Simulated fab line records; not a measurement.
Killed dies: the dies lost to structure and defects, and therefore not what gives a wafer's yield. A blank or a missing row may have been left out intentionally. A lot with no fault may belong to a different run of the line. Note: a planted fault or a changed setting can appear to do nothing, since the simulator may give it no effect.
fab line records	flow nandHarc
record: lots: 12	wafers: 36	lastDay: 25
route steps=1159 shown P_GATE@172 END@1159
lots that met no fault: from a run of the same line without faults
startH: hours from the record's opening day to when the first of the lot's shown wafers began	waitH: time in hours since the lot's previous step	" same as the row above	L1.1+2: several wafers, shown together as one row	- no value present, or no start provided	* or withheld: withheld	< > ~ a bound
route shown NAME@n: names a module that has steps shown in the file, with the first one's number in the route	usual: the fault-free wafers' mean and standard deviation	same: alike in all rows	chamber/n: place in a boat	sites: the reading at each site	_std_site: how widely they spread, as a standard deviation	_edge_site: the outer-site mean with the inner-site mean subtracted	radiusMm: how far each site lies from the wafer's centre	mask NAME#n: copy n	behind: the last tool/chamber to shape the wafer	hold: the reason the lot was held/the length of the hold in hours/how it ended	device: the transistor (n, p or np) that didn't switch	end of line: tests of these same wafers at the route's end	a step given without rows: its recipe and nothing more	killed: count of dies lost to structure and defects at first sort (not the wafer's yield)	map: shows each die of a wafer: x if killed, . if not, _ if none is there
set.NAME: the run value of the setting; set.NAME@STEP: its run value at that earlier step	model.NAME: the simulator's own value behind a step, which no gauge read
route steps across a sampled set of lots; one table per step, one row per wafer
services: the hour from which a tool's chamber was out of use, counted from the record's first day as startH (under 0 if before that day), plus the number of hours and why
== steps ==
step: NHARC_P_GATE_DESCUM_48
recipe: timeS: 3	o2FlowSccm: 200	arFlowSccm: 0	biasPowerW: 0	chemistry: O2
usual: drypumpMotorCurrentA: 6.0/0.43	oesProductAu: 0.995/0.011	rfVppV: 57.9/0.98	showerheadPlenumPTorr: 1.93/0.085	throttleValvePct: 11.311/0.0093
same: timeS: 3
lot.wafer	tool	chamber	startH	waitH	drypumpMotorCurrentA	oesProductAu	rfHoursCounterH	rfVppV	showerheadPlenumPTorr	throttleValvePct
L643.1	rieDiel-10	2	93.72	-	6.6	0.988	29	58.9	1.78	11.309
L643.3	"	1	"	"	5.7	0.988	34	57.3	1.96	11.316
L643.6	"	1	"	"	5.8	0.993	-	57.6	1.96	11.300
L645.2	rieDiel-07	2	111.99	-	5.5	1.012	11	57.0	1.81	11.306
L645.4	"	0	"	"	6.3	0.991	11	58.3	2.01	11.312
L645.6	"	2	"	"	5.5	1.009	-	57.0	1.81	11.288
L649.3	rieDiel-07	2	141.13	-	5.5	0.998	15	55.9	1.81	11.298
L649.2	"	3	"	"	6.0	1.020	15	57.4	1.94	11.302
L649.5	"	0	"	"	6.3	0.977	-	58.6	2.01	11.309
L650.3	rieDiel-07	3	143.77	-	6.0	1.014	16	58.0	1.94	11.309
L650.1	"	1	"	"	6.2	1.000	15	56.0	1.89	11.320
L650.5	"	3	"	"	6.0	0.999	-	57.9	1.94	11.308
L651.3	rieDiel-09	2	151.23	-	5.7	1.000	20	61.0	2.07	11.313
L651.1	"	3	"	"	5.1	1.012	16	59.4	2.03	11.319
L651.5	"	1	"	"	5.8	0.990	-	58.7	1.95	11.309
L659.2	rieDiel-10	3	201.66	-	5.0	0.990	6	59.8	2.07	11.311
L659.6	"	1	"	"	5.7	1.000	-	59.3	1.95	11.308
L659.5	"	2	"	"	6.6	0.993	-	59.2	2.07	11.292
L660.1	rieDiel-07	3	206.15	-	6.0	0.992	28	57.4	1.94	11.326
L660.3	"	1	"	"	6.2	1.002	27	58.2	1.88	11.314
L660.6	"	0	"	"	6.3	0.973	-	58.4	2.00	11.305
L662.1	rieDiel-07	2	220.94	-	5.6	1.000	33	58.3	1.81	11.316
L662.6	"	3	"	"	6.0	1.014	-	56.6	1.93	11.289
L662.5	"	0	"	"	6.3	0.964	-	58.3	2.00	11.311
L664.3	rieDiel-07	3	221.28	-	6.0	1.014	33	56.8	1.93	11.303
L664.1	"	0	"	"	6.3	0.978	33	57.6	2.00	11.325
L664.4	"	1	"	"	6.1	0.996	32	57.4	1.88	11.311
L663.2	rieDiel-07	0	221.43	-	6.3	0.979	33	58.0	2.00	11.312
L663.4	"	1	"	"	6.2	1.001	32	58.6	1.88	11.309
L663.1	"	3	"	"	6.0	1.007	33	56.7	1.93	11.315
L665.2	rieDiel-10	1	231.05	-	5.8	1.003	18	58.2	1.94	11.315
L665.6	"	2	"	"	6.6	0.992	-	57.8	2.07	11.314
L665.5	"	3	"	"	5.0	0.988	-	59.1	2.07	11.314
L666.2	rieDiel-09	1	236.81	-	5.7	0.988	53	58.7	1.94	11.304
L666.4	"	3	"	"	5.1	1.017	54	58.2	2.02	11.311
L666.5	"	1	"	"	5.7	0.992	-	57.5	1.93	11.309
step: NHARC_P_GATE_STRIP_111
recipe: powerW: 1500	tempC: 110	timeS: 250	chemistry: N2/H2
usual: drypumpMotorCurrentA: 5.6/0.35	heaterPowerW: 86/7.6
same: timeS: 250
lot.wafer	tool	chamber	startH	waitH	drypumpMotorCurrentA	heaterPowerW	rfHoursCounterH
L643.1	plasmaAsher-01	0	94.13	0.2	5.4	101	38
L643.3	"	0	"	"	5.4	99	-
L643.6	"	0	"	"	5.3	98	-
L645.2	plasmaAsher-01	1	112.41	0.2	6.1	82	2
L645.4	"	1	"	"	6.1	80	-
L645.6	"	0	"	"	5.3	95	-
L649.2	plasmaAsher-01	0	141.52	0.2	5.3	96	10
L649.3	"	0	"	"	5.3	93	-
L649.5	"	0	"	"	5.3	94	-
L650.1	plasmaAsher-01	0	144.19	0.2	5.4	97	11
L650.3	"	1	"	"	6.1	80	-
L650.5	"	1	"	"	6.1	77	-
L651.1	plasmaAsher-02	0	151.62	0.2	5.3	84	53
L651.3	"	0	"	"	5.3	90	-
L651.5	"	1	"	"	5.6	78	-
L659.2	plasmaAsher-02	1	202.05	0.2	5.6	78	2
L659.6	"	1	"	"	5.6	76	-
L659.5	"	0	"	"	5.2	90	-
L660.1	plasmaAsher-02	0	206.52	0.2	5.3	91	5
L660.3	"	0	"	"	5.3	88	-
L660.6	"	1	"	"	5.6	75	-
L662.1	plasmaAsher-02	1	221.32	0.2	5.6	78	9
L662.5	"	0	"	"	5.3	92	-
L662.6	"	1	"	"	5.7	79	-
L664.1	plasmaAsher-01	1	221.69	0.2	6.1	80	42
L664.3	"	0	"	"	5.4	94	-
L664.4	"	1	"	"	6.1	78	-
L663.2	plasmaAsher-02	1	221.80	0.2	5.7	77	9
L663.1	"	0	"	"	5.3	92	9
L663.4	"	1	"	"	5.7	79	-
L665.2	plasmaAsher-01	0	231.38	0.2	5.4	94	45
L665.6	"	0	"	"	5.4	94	-
L665.5	"	1	"	"	6.1	80	-
L666.2	plasmaAsher-02	1	237.18	0.2	5.7	78	15
L666.4	"	0	"	"	5.3	91	-
L666.5	"	0	"	"	5.3	89	-
step: NHARC_P_GATE_STRIP_75
recipe: powerW: 1500	tempC: 250	chemistry: O2
usual: drypumpMotorCurrentA: 5.6/0.35	heaterPowerW: 322/30
lot.wafer	tool	chamber	startH	waitH	drypumpMotorCurrentA	heaterPowerW	rfHoursCounterH
L643.1	plasmaAsher-01	0	94.43	0.3	5.3	380	39
L643.3	"	0	"	"	5.3	374	-
L643.6	"	0	"	"	5.3	372	-
L645.2	plasmaAsher-01	1	112.71	0.3	6.1	297	2
L645.4	"	1	"	"	6.1	302	-
L645.6	"	0	"	"	5.4	353	-
L649.2	plasmaAsher-01	0	141.79	0.2	5.4	357	10
L649.3	"	0	"	"	5.4	356	-
L649.5	"	0	"	"	5.4	356	-
L650.1	plasmaAsher-01	0	144.45	0.2	5.3	350	11
L650.3	"	1	"	"	6.1	298	-
L650.5	"	1	"	"	6.1	294	-
L651.1	plasmaAsher-02	0	151.89	0.2	5.2	309	53
L651.3	"	0	"	"	5.2	321	-
L651.5	"	1	"	"	5.6	291	-
L659.2	plasmaAsher-02	1	202.35	0.3	5.6	295	3
L659.6	"	1	"	"	5.7	284	-
L659.5	"	0	"	"	5.3	335	-
L660.1	plasmaAsher-02	0	206.82	0.2	5.2	338	5
L660.3	"	0	"	"	5.3	343	-
L660.6	"	1	"	"	5.6	288	-
L662.1	plasmaAsher-02	1	221.58	0.2	5.6	293	9
L662.5	"	0	"	"	5.3	341	-
L662.6	"	1	"	"	5.7	295	-
L664.1	plasmaAsher-01	1	221.95	0.2	6.1	296	42
L664.3	"	0	"	"	5.4	361	-
L664.4	"	1	"	"	6.1	296	-
L663.2	plasmaAsher-02	1	222.09	0.2	5.7	289	10
L663.1	"	0	"	"	5.3	345	10
L663.4	"	1	"	"	5.6	299	-
L665.2	plasmaAsher-01	0	231.69	0.3	5.4	356	46
L665.6	"	0	"	"	5.3	358	-
L665.5	"	1	"	"	6.1	295	-
L666.2	plasmaAsher-02	1	237.48	0.3	5.6	298	16
L666.4	"	0	"	"	5.3	348	-
L666.5	"	0	"	"	5.3	341	-
step: NHARC_P_GATE_EXPOSE_56
recipe: na: 0.6	targetCdNm: 720	doseMj: 14.81	maskId: P_PSD
lot.wafer	tool	chamber	startH	waitH	mask
L643.1+3+6	krfScanner-04	0	95.20	-	P_PSD#0
L645.2+4+6	krfScanner-01	0	113.48	-	P_PSD#0
L649.2+3+5	krfScanner-03	0	142.43	-	P_PSD#0
L650.1+3+5	krfScanner-04	0	145.20	-	P_PSD#0
L651.1+3+5	krfScanner-03	0	152.65	-	P_HVN#0
L659.2+5+6	krfScanner-03	0	203.14	-	P_PSD#0
L660.1+3+6	krfScanner-03	0	207.47	-	P_PSD#0
L662.1+5+6	krfScanner-04	0	222.22	-	P_PSD#0
L664.1+3+4	krfScanner-03	0	222.71	-	P_PSD#0
L663.1+2+4	krfScanner-04	0	222.88	-	P_PSD#0
L665.2+5+6	krfScanner-01	0	232.46	-	P_PSD#0
L666.2+4+5	krfScanner-01	0	238.14	-	P_PSD#0
step: NHARC_P_GATE_CD_MEAS_59
recipe: targetCdNm: 720	landingEnergyEv: 500
usual: cdNm: 719.8/2.1
lot.wafer	tool	chamber	startH	waitH	cdNm
L643.1	cdSem-01	0	95.35	-	719.3
L643.3	"	0	"	"	721.8
L643.6	"	0	"	"	724.3
L645.2	cdSem-03	0	113.64	-	720.2
L645.4	"	0	"	"	719.6
L645.6	"	0	"	"	719.3
L649.2	cdSem-02	0	142.58	-	719.2
L649.3	"	0	"	"	719.7
L649.5	"	0	"	"	722.2
L650.1	cdSem-03	0	145.36	-	718.6
L650.3	"	0	"	"	720.0
L650.5	"	0	"	"	721.7
L651.1	cdSem-01	0	152.80	-	-
L651.3	"	0	"	"	-
L651.5	"	0	"	"	-
L659.2	cdSem-02	0	203.29	-	721.1
L659.5	"	0	"	"	721.1
L659.6	"	0	"	"	718.9
L660.1	cdSem-02	0	207.63	-	717.4
L660.3	"	0	"	"	719.1
L660.6	"	0	"	"	717.5
L662.1	cdSem-03	0	222.38	-	719.2
L662.5	"	0	"	"	717.0
L662.6	"	0	"	"	720.3
L664.1	cdSem-01	0	222.87	-	717.4
L664.3	"	0	"	"	716.7
L664.4	"	0	"	"	720.2
L663.1	cdSem-03	0	223.04	-	718.4
L663.2	"	0	"	"	723.1
L663.4	"	0	"	"	722.5
L665.2	cdSem-02	0	232.61	-	720.1
L665.5	"	0	"	"	724.2
L665.6	"	0	"	"	720.7
L666.2	cdSem-01	0	238.29	-	723.7
L666.4	"	0	"	"	720.0
L666.5	"	0	"	"	718.8
step: NHARC_END_SORT_01
recipe: tempC: 25
usual: killedAtArray: 30/10	killedAtOther: 0.5/0.82	killedAtPeriphery: 2.9/2	killedDies: 34/11	killedOpen: 3.2/1.8	killedShort: 2.0/1.4
same: grossDies: 677
lot.wafer	tool	chamber	startH	waitH	hold	killedAtArray	killedAtOther	killedAtPeriphery	killedDies	killedOpen	killedShort
L643.1	prober-01	0	450.54	2.5	-	32	0	2	34	1	2
L643.3	prober-01	0	452.17	3.1	-	31	0	2	33	2	4
L643.6	prober-01	0	454.61	4.1	-	29	0	3	32	2	5
L645.2	prober-02	0	466.84	2.8	-	14	0	0	14	6	0
L645.4	prober-02	0	468.42	3.4	-	18	0	2	20	4	1
L645.6	prober-02	0	470.01	4.0	-	10	0	1	11	4	1
L650.1	prober-02	0	481.94	2.6	-	33	0	3	36	3	1
L650.3	prober-02	0	483.54	3.1	-	33	0	0	33	3	1
L650.5	prober-02	0	485.14	3.7	-	37	0	4	41	4	0
L649.2	prober-01	0	482.63	2.8	-	25	1	4	30	4	2
L649.3	prober-01	0	483.42	3.1	-	27	5	11	43	5	1
L649.5	prober-01	0	485.01	3.7	-	24	1	10	35	3	0
L651.1	prober-02	0	502.58	2.5	awaitDispo/4.5h/scrap	31	2	644	677	4	1
L651.3	prober-02	0	504.18	3.1	awaitDispo/4.5h/scrap	32	2	643	677	3	0
L651.5	prober-02	0	505.78	3.7	awaitDispo/4.5h/scrap	28	1	648	677	3	1
L659.2	prober-02	0	560.50	2.8	-	35	1	2	38	2	1
L659.5	prober-02	0	562.93	3.7	-	30	3	2	35	3	4
L659.6	prober-02	0	563.73	4.0	-	46	1	3	50	5	7
L662.1	prober-01	0	566.36	2.5	-	49	0	5	54	6	4
L662.5	prober-01	0	569.54	3.7	-	50	0	9	59	4	1
L662.6	prober-01	0	570.33	4.0	-	43	0	2	45	3	1
L660.1	prober-02	0	567.52	2.5	-	37	0	6	43	5	3
L660.3	prober-02	0	569.11	3.1	-	36	0	4	40	2	2
L660.6	prober-02	0	571.51	4.0	-	40	1	2	43	6	2
L663.1	prober-01	0	574.19	2.5	-	29	1	1	31	4	4
L663.2	prober-01	0	574.99	2.8	-	15	1	3	19	3	1
L663.4	prober-01	0	576.59	3.4	-	28	0	5	33	1	1
L664.1	prober-02	0	575.30	2.5	-	50	0	2	52	1	0
L664.3	prober-02	0	576.92	3.1	-	41	0	1	42	1	2
L664.4	prober-02	0	577.73	3.4	-	49	1	3	53	5	2
L666.2	prober-01	0	582.83	2.8	-	18	0	3	21	4	4
L666.4	prober-01	0	584.44	3.4	-	21	0	5	26	5	2
L666.5	prober-01	0	585.24	3.7	-	13	1	2	16	3	1
L665.2	prober-02	0	591.84	2.8	-	33	0	3	36	3	2
L665.5	prober-02	0	594.23	3.7	-	40	0	0	40	2	2
L665.6	prober-02	0	595.03	4.0	-	40	1	0	41	1	2
killed by level:class
L643.1 A_SLIT:chamberFilmFlake=15 A_CHANNEL_HOLE_D1:chamberFilmFlake=10 A_STAIRCASE:chamberFilmFlake=4 A_CHANNEL_FILL_D1:geometricParticle:short=1 P_M1:geometricParticle:short=1 A_WL_FILL:geometricParticle:open=1 P_BONDPAD:chamberFilmFlake=1 A_CONTACT:chamberFilmFlake=1
L643.3 A_SLIT:chamberFilmFlake=12 A_CHANNEL_HOLE_D1:chamberFilmFlake=8 A_STAIRCASE:chamberFilmFlake=3 A_CHANNEL_FILL_D1:geometricParticle:short=2 A_CONTACT:chamberFilmFlake=2 P_M0:geometricParticle:short=1 A_WL_FILL:geometricParticle:short=1 A_BLC:geometricParticle:open=1
L643.6 A_SLIT:chamberFilmFlake=13 A_CHANNEL_HOLE_D1:chamberFilmFlake=10 A_ONON_D1:geometricParticle:short=3 P_CONTACT:geometricParticle:open=1 P_CONTACT:geometricParticle:short=1 A_WL_FILL:geometricParticle:short=1 A_CONTACT:geometricParticle:open=1 P_BONDPAD:chamberFilmFlake=1
L645.2 A_CHANNEL_HOLE_D1:chamberFilmFlake=3 A_CHANNEL_FILL_D1:chamberFilmFlake=3 A_CONTACT:geometricParticle:open=2 A_M1:geometricParticle:open=2 A_STAIRCASE:chamberFilmFlake=2 A_ONON_D1:geometricParticle:open=1 A_M0:geometricParticle:open=1
L645.4 A_CHANNEL_HOLE_D1:chamberFilmFlake=6 A_M0:geometricParticle:open=2 A_STAIRCASE:chamberFilmFlake=2 A_SGD_CUT:geometricParticle:short=1 A_WL_FILL:geometricParticle:open=1 A_CONTACT:geometricParticle:open=1 P_ZERO_WELL:chamberFilmFlake=1 P_M2:chamberFilmFlake=1
L645.6 A_STAIRCASE:chamberFilmFlake=3 A_CONTACT:geometricParticle:open=2 A_CHANNEL_HOLE_D1:chamberFilmFlake=2 P_STI:geometricParticle:short=1 A_CHANNEL_HOLE_D1:geometricParticle:open=1 A_CHANNEL_FILL_D1:geometricParticle:open=1 A_SLIT:chamberFilmFlake=1
L650.1 A_CHANNEL_HOLE_D1:chamberFilmFlake=12 A_SLIT:chamberFilmFlake=9 A_CONTACT:chamberFilmFlake=5 A_STAIRCASE:chamberFilmFlake=3 P_CONTACT:chamberFilmFlake=2 A_CONTACT:geometricParticle:short=1 A_CONTACT:geometricParticle:open=1 A_BLC:geometricParticle:open=1
L649.2 A_CONTACT:chamberFilmFlake=11 A_CHANNEL_HOLE_D1:chamberFilmFlake=4 P_CONTACT:chamberFilmFlake=3 A_STAIRCASE:chamberFilmFlake=3 A_CHANNEL_HOLE_D1:geometricParticle:open=1 A_CHANNEL_FILL_D1:geometricParticle:short=1 A_WL_FILL:geometricParticle:open=1 A_CONTACT:geometricParticle:short=1
L649.3 A_CONTACT:chamberFilmFlake=13 P_CONTACT:chamberFilmFlake=8 A_WL_FILL:chamberFilmFlake=4 THIN_TSV:chamberFilmFlake=4 A_CHANNEL_HOLE_D1:chamberFilmFlake=3 P_M0:geometricParticle:open=2 A_CONTACT:geometricParticle:open=2 A_STAIRCASE:chamberFilmFlake=2
L650.3 A_CHANNEL_HOLE_D1:chamberFilmFlake=15 A_STAIRCASE:chamberFilmFlake=6 A_SLIT:chamberFilmFlake=6 A_CONTACT:chamberFilmFlake=2 A_ONON_D1:geometricParticle:open=1 A_ONON_D1:geometricParticle:short=1 A_CHANNEL_HOLE_D1:geometricParticle:open=1 A_CHANNEL_FILL_D1:geometricParticle:open=1
L649.5 A_CONTACT:chamberFilmFlake=12 P_CONTACT:chamberFilmFlake=6 A_CHANNEL_HOLE_D1:chamberFilmFlake=4 A_STAIRCASE:chamberFilmFlake=3 A_SGD_CUT:chamberFilmFlake=2 A_WL_FILL:chamberFilmFlake=2 P_CONTACT:geometricParticle:open=1 P_M0:geometricParticle:open=1
L650.5 A_SLIT:chamberFilmFlake=14 A_CHANNEL_HOLE_D1:chamberFilmFlake=12 A_STAIRCASE:chamberFilmFlake=3 P_GATE:chamberFilmFlake=2 A_CONTACT:chamberFilmFlake=2 A_SOURCE_PLATE:geometricParticle:open=1 A_ONON_D1:geometricParticle:open=1 A_CHANNEL_HOLE_D1:geometricParticle:open=1
L651.1 P_GATE:areaExpose=644 A_CHANNEL_HOLE_D1:chamberFilmFlake=8 A_SLIT:chamberFilmFlake=8 A_CONTACT:chamberFilmFlake=6 A_STAIRCASE:chamberFilmFlake=4 A_WL_FILL:geometricParticle:open=2 THIN_TSV:chamberFilmFlake=2 A_CHANNEL_FILL_D1:geometricParticle:open=1
L651.3 P_GATE:areaExpose=643 A_SLIT:chamberFilmFlake=11 A_CHANNEL_HOLE_D1:chamberFilmFlake=9 A_CONTACT:chamberFilmFlake=7 A_STAIRCASE:chamberFilmFlake=2 A_CONTACT:geometricParticle:open=1 A_M0:geometricParticle:open=1 STARTING-WAFER:geometricParticle:open=1
L651.5 P_GATE:areaExpose=645 A_CHANNEL_HOLE_D1:chamberFilmFlake=9 A_SLIT:chamberFilmFlake=9 A_CONTACT:chamberFilmFlake=5 A_STAIRCASE:chamberFilmFlake=4 P_CONTACT:geometricParticle:short=1 P_M0:geometricParticle:open=1 P_M2:geometricParticle:open=1
L659.2 A_CHANNEL_HOLE_D1:chamberFilmFlake=16 A_SGD_CUT:chamberFilmFlake=6 A_STAIRCASE:chamberFilmFlake=4 A_CONTACT:chamberFilmFlake=4 A_BLC:chamberFilmFlake=3 P_M0:geometricParticle:open=1 P_M1:geometricParticle:open=1 A_CONTACT:geometricParticle:short=1
L659.5 A_CHANNEL_HOLE_D1:chamberFilmFlake=14 A_SGD_CUT:chamberFilmFlake=3 A_CONTACT:chamberFilmFlake=3 A_CONTACT:geometricParticle:open=2 P_ZERO_WELL:chamberFilmFlake=2 THIN_TSV:chamberFilmFlake=2 A_SOURCE_PLATE:geometricParticle:short=1 A_CHANNEL_HOLE_D1:geometricParticle:short=1
L659.6 A_CHANNEL_HOLE_D1:chamberFilmFlake=13 A_SGD_CUT:chamberFilmFlake=7 A_CONTACT:chamberFilmFlake=6 A_STAIRCASE:chamberFilmFlake=4 A_BLC:chamberFilmFlake=3 A_SGD_CUT:geometricParticle:short=2 A_M0:geometricParticle:open=2 P_GATE:geometricParticle:short=1
L662.1 A_CHANNEL_HOLE_D1:chamberFilmFlake=18 A_SLIT:chamberFilmFlake=14 A_CONTACT:chamberFilmFlake=4 A_ZERO_WELL:chamberFilmFlake=3 A_STAIRCASE:chamberFilmFlake=3 A_CONTACT:geometricParticle:open=2 P_M2:chamberFilmFlake=2 P_CONTACT:geometricParticle:open=1
L660.1 A_CHANNEL_HOLE_D1:chamberFilmFlake=15 A_SLIT:chamberFilmFlake=11 A_STAIRCASE:chamberFilmFlake=3 P_GATE:geometricParticle:open=2 A_CHANNEL_FILL_D1:geometricParticle:short=2 A_WL_FILL:geometricParticle:open=2 P_STI:chamberFilmFlake=2 A_CONTACT:chamberFilmFlake=2
L660.3 A_CHANNEL_HOLE_D1:chamberFilmFlake=15 A_SLIT:chamberFilmFlake=14 P_GATE:chamberFilmFlake=2 A_STAIRCASE:chamberFilmFlake=2 A_CONTACT:chamberFilmFlake=2 P_CONTACT:geometricParticle:short=1 A_SOURCE_PLATE:geometricParticle:short=1 A_CHANNEL_FILL_D1:geometricParticle:open=1
L662.5 A_SLIT:chamberFilmFlake=20 A_CHANNEL_HOLE_D1:chamberFilmFlake=17 A_CONTACT:chamberFilmFlake=6 P_M2:chamberFilmFlake=5 A_ONON_D1:geometricParticle:open=2 P_STI:chamberFilmFlake=2 P_M1:geometricParticle:open=1 A_CHANNEL_FILL_D1:geometricParticle:short=1
L662.6 A_CHANNEL_HOLE_D1:chamberFilmFlake=21 A_SLIT:chamberFilmFlake=14 A_CONTACT:chamberFilmFlake=3 A_CONTACT:geometricParticle:open=2 A_WL_FILL:geometricParticle:open=1 A_CONTACT:geometricParticle:short=1 P_STI:chamberFilmFlake=1 P_M2:chamberFilmFlake=1
L660.6 A_CHANNEL_HOLE_D1:chamberFilmFlake=15 A_SLIT:chamberFilmFlake=15 A_CONTACT:chamberFilmFlake=4 P_CONTACT:geometricParticle:open=2 A_CHANNEL_FILL_D1:geometricParticle:open=2 A_CONTACT:geometricParticle:open=2 A_ONON_D1:geometricParticle:short=1 A_M0:geometricParticle:short=1
L663.1 A_CHANNEL_HOLE_D1:chamberFilmFlake=12 A_CONTACT:chamberFilmFlake=7 A_SGD_CUT:geometricParticle:short=2 A_CHANNEL_HOLE_D1:geometricParticle:open=1 A_CHANNEL_FILL_D1:geometricParticle:open=1 A_WL_FILL:geometricParticle:short=1 A_CONTACT:geometricParticle:open=1 A_CONTACT:geometricParticle:short=1
L663.2 A_CHANNEL_HOLE_D1:chamberFilmFlake=7 A_CONTACT:chamberFilmFlake=3 A_STAIRCASE:chamberFilmFlake=2 P_CONTACT:geometricParticle:open=1 A_CHANNEL_HOLE_D1:geometricParticle:short=1 A_CHANNEL_FILL_D1:geometricParticle:open=1 A_CONTACT:geometricParticle:open=1 P_GATE:chamberFilmFlake=1
L664.1 A_SLIT:chamberFilmFlake=17 A_CHANNEL_HOLE_D1:chamberFilmFlake=17 A_WL_FILL:chamberFilmFlake=5 A_STAIRCASE:chamberFilmFlake=4 A_CONTACT:chamberFilmFlake=4 A_M1:chamberFilmFlake=2 A_CHANNEL_HOLE_D1:geometricParticle:open=1 P_ZERO_WELL:chamberFilmFlake=1
L663.4 A_CHANNEL_HOLE_D1:chamberFilmFlake=21 A_M0:chamberFilmFlake=4 P_CONTACT:chamberFilmFlake=2 P_GATE:geometricParticle:open=1 A_WL_FILL:geometricParticle:short=1 P_GATE:chamberFilmFlake=1 P_M2:chamberFilmFlake=1 A_CONTACT:chamberFilmFlake=1
L664.3 A_SLIT:chamberFilmFlake=14 A_CHANNEL_HOLE_D1:chamberFilmFlake=13 A_WL_FILL:chamberFilmFlake=4 A_CONTACT:chamberFilmFlake=4 A_STAIRCASE:chamberFilmFlake=2 A_SOURCE_PLATE:geometricParticle:open=1 A_CONTACT:geometricParticle:short=1 A_M0:geometricParticle:short=1
L664.4 A_SLIT:chamberFilmFlake=19 A_CHANNEL_HOLE_D1:chamberFilmFlake=16 A_STAIRCASE:chamberFilmFlake=6 A_CONTACT:chamberFilmFlake=2 P_CONTACT:geometricParticle:open=1 A_ONON_D1:geometricParticle:open=1 A_ONON_D1:geometricParticle:short=1 A_CHANNEL_FILL_D1:geometricParticle:open=1
L666.2 A_CHANNEL_HOLE_D1:chamberFilmFlake=6 A_STAIRCASE:chamberFilmFlake=3 A_CONTACT:geometricParticle:open=2 A_CONTACT:chamberFilmFlake=2 P_STI:geometricParticle:open=1 P_M1:geometricParticle:short=1 A_SOURCE_PLATE:geometricParticle:open=1 A_ONON_D1:geometricParticle:short=1
L666.4 A_CHANNEL_HOLE_D1:chamberFilmFlake=11 A_CONTACT:geometricParticle:open=3 A_CONTACT:geometricParticle:short=2 A_M0:geometricParticle:open=2 P_GATE:chamberFilmFlake=2 P_M2:chamberFilmFlake=2 P_STI:chamberFilmFlake=1 A_CHANNEL_FILL_D1:chamberFilmFlake=1
L666.5 A_CHANNEL_HOLE_D1:chamberFilmFlake=5 A_STAIRCASE:chamberFilmFlake=4 P_GATE:chamberFilmFlake=2 A_SLIT:geometricParticle:open=1 A_WL_FILL:geometricParticle:open=1 A_CONTACT:geometricParticle:open=1 STARTING-WAFER:geometricParticle:short=1 A_WL_FILL:chamberFilmFlake=1
L665.2 A_SLIT:chamberFilmFlake=11 A_CHANNEL_HOLE_D1:chamberFilmFlake=10 A_CONTACT:chamberFilmFlake=8 P_CONTACT:geometricParticle:short=1 P_M1:geometricParticle:open=1 A_SGD_CUT:geometricParticle:open=1 A_WL_FILL:geometricParticle:short=1 A_CONTACT:geometricParticle:open=1
L665.5 A_SLIT:chamberFilmFlake=18 A_CHANNEL_HOLE_D1:chamberFilmFlake=7 A_CONTACT:chamberFilmFlake=7 A_WL_FILL:chamberFilmFlake=3 A_SGD_CUT:geometricParticle:short=2 A_CHANNEL_FILL_D1:geometricParticle:open=1 A_M0:geometricParticle:open=1 A_BONDPAD:chamberFilmFlake=1
L665.6 A_SLIT:chamberFilmFlake=17 A_CHANNEL_HOLE_D1:chamberFilmFlake=10 A_CONTACT:chamberFilmFlake=7 A_WL_FILL:chamberFilmFlake=4 A_ONON_D1:geometricParticle:open=1 A_SGD_CUT:geometricParticle:short=1 THIN_TSV:geometricParticle:short=1
== services ==
tool	chamber	startH	hours	kind
krfScanner-03	-	74.83	1.8	repair
rieDiel-09	-	77.35	9.0	pm
krfScanner-01	-	84.00	4.0	pm
rieDiel-10	0	93.35	2.2	repair
krfScanner-03	-	93.72	6.3	repair
plasmaAsher-01	-	99.00	9.0	pm
plasmaAsher-01	0	99.00	9.0	ventCycle
plasmaAsher-01	1	99.00	9.0	ventCycle
plasmaAsher-01	0	108.00	-	clean
plasmaAsher-01	1	108.00	-	clean
rieDiel-10	1	114.19	4.5	repair
krfScanner-01	-	122.40	4.9	repair
krfScanner-04	-	126.00	4.0	pm
rieDiel-10	0	129.54	4.9	repair
rieDiel-09	1	129.76	1.8	repair
rieDiel-09	3	138.71	9.6	repair
krfScanner-03	-	168.00	4.0	pm
krfScanner-01	-	176.54	1.9	repair
rieDiel-10	-	176.66	9.0	pm
plasmaAsher-02	-	183.40	9.0	pm
plasmaAsher-02	0	183.40	9.0	ventCycle
plasmaAsher-02	1	183.40	9.0	ventCycle
krfScanner-03	-	220.45	0.1	repair
rieDiel-07	-	228.20	9.0	pm
== key ==
firstSign: step: NHARC_P_GATE_EXPOSE_56	reading: mask	direction: changed
effect: step: NHARC_P_GATE_CD_MEAS_59	reading: cdNm	direction: missing
effect: step: NHARC_END_SORT_01	reading: killedAtPeriphery	direction: up	sigmas: 99+	usual: 2.9	struck: 645
moreKillsBornAt: NHARC_P_GATE_EXPOSE_56@krfScanner-03: 1932
metAt NHARC_P_GATE_EXPOSE_56
struckLots L651
laterRowsLeftOut L651.1,L651.3,L651.5
testerLeftOut L651
notActingAt NHARC_P_GATE_DESCUM_48,NHARC_P_GATE_STRIP_111,NHARC_P_GATE_STRIP_75
onsetBetween 142.43 152.65
fault: kind: wrongMask	tool: any	chamber: -	onsetH: 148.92	steps: NHARC_P_GATE_EXPOSE_56	auxCopy: P_HVN#0	scope: struckLotsOnly
testerLeftOut: of these lots the tester's yield and bins aren't shown, on N5 and GAA mostly nor the transistor test; their killed dies are dies lost to structure and defects alone, not to doping, threshold or leakage, so they don't give the yield
laterRowsLeftOut: the simulator's readings of these wafers behind a module that went badly wrong aren't trusted and aren't shown, but for the sort
